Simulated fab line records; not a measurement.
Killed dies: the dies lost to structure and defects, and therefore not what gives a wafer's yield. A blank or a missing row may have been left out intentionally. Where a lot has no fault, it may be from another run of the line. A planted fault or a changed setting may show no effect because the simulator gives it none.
Chamber matching | flow n5Finfet | N5_MOL_CONTACT_COAG_ALD_133 on aldSin-04 has 4 sister chambers
The step deposits SiO2, target thk 5 nm, pulse time 1 s, co reactant pulse time 1 s. 27 wafers are shown with their chamber, then 12 later ones without.

== WAFERS PAIRED WITH THEIR CHAMBERS ==
wafer  | chamber | heaterPowerW (W) | precursorPulseHeightRel
L074.2 | 0       | 80               | 0.977
L074.4 | 1       | 78               | 1.015
L074.5 | 2       | 85               | 1.030
L076.1 | 2       | 84               | 0.998
L076.2 | 0       | 79               | 1.041
L076.6 | 1       | 80               | 0.998
L081.2 | 0       | 80               | 1.010
L081.3 | 3       | 85               | 0.980
L081.5 | 1       | 78               | 1.016
L083.1 | 3       | 81               | 0.999
L083.2 | 2       | 85               | 1.012
L083.3 | 0       | 82               | 1.015
L084.1 | 0       | 78               | 0.991
L084.3 | 2       | 85               | 1.016
L084.6 | 1       | 79               | 1.012
L085.1 | 2       | 85               | 1.006
L085.2 | 3       | 85               | 0.999
L085.6 | 0       | 80               | 0.972
L088.2 | 1       | 78               | 1.014
L088.3 | 2       | 86               | 1.015
L088.6 | 2       | 87               | 0.979
L089.3 | 3       | 84               | 1.023
L089.4 | 1       | 80               | 0.982
L089.6 | 0       | 81               | 1.000
L090.1 | 0       | 81               | 0.985
L090.2 | 3       | 84               | 1.028
L090.3 | 1       | 81               | 0.993

SIGNATURES, as means of the wafers listed above
reading                 | chamber 0 | chamber 1 | chamber 2 | chamber 3 | scatter within a chamber
heaterPowerW            | 80.12     | 79.14     | 85.29     | 83.80     | 1.25
precursorPulseHeightRel | 0.99887   | 1.00429   | 1.00800   | 1.00580   | 0.0184
Rule: a wafer lies at a distance from a chamber equal to the root of the sum of squares, over the readings, of (its reading less the chamber's mean, divided by the reading's scatter). If the next closest chamber is less than 2 further off than the closest, the wafer can't be placed; otherwise it belongs to the closest. How the scatter is found: for the shown wafers, subtract from each reading the mean of its chamber, square and add these, divide the total by (wafers less chambers), then take the root.

== WAFERS WITHOUT THEIR CHAMBER ==
wafer  | heaterPowerW (W) | precursorPulseHeightRel
L090.4 | 86               | 0.975
L090.5 | 85               | 1.002
L090.6 | 84               | 0.984
L091.1 | 85               | 1.014
L091.3 | 81               | 0.982
L091.4 | 86               | 0.987
L093.1 | 84               | 1.029
L093.4 | 79               | 1.013
L093.5 | 83               | 1.012
L096.4 | 86               | 0.969
L096.5 | 79               | 0.986
L096.6 | 81               | 0.975

== WHICH CHAMBER EACH ONE RAN IN ==
wafer  | from the rows above          | in truth
L090.4 | can't be placed: 2 or 3      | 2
L090.5 | can't be placed: 2 or 3      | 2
L090.6 | can't be placed: 3 or 2      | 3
L091.1 | can't be placed: 2 or 3      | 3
L091.3 | can't be placed: 0 or 1 or 3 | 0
L091.4 | can't be placed: 2 or 3      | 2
L093.1 | can't be placed: 3 or 2      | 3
L093.4 | can't be placed: 1 or 0      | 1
L093.5 | can't be placed: 3 or 2 or 0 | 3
L096.4 | can't be placed: 2 or 3      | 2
L096.5 | can't be placed: 1 or 0      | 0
L096.6 | can't be placed: 0 or 1 or 3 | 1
0 of 12 placed correctly. From these rows, 12 cannot be placed; in 12 the true chamber is one of the candidates. Placed wrongly: 0.
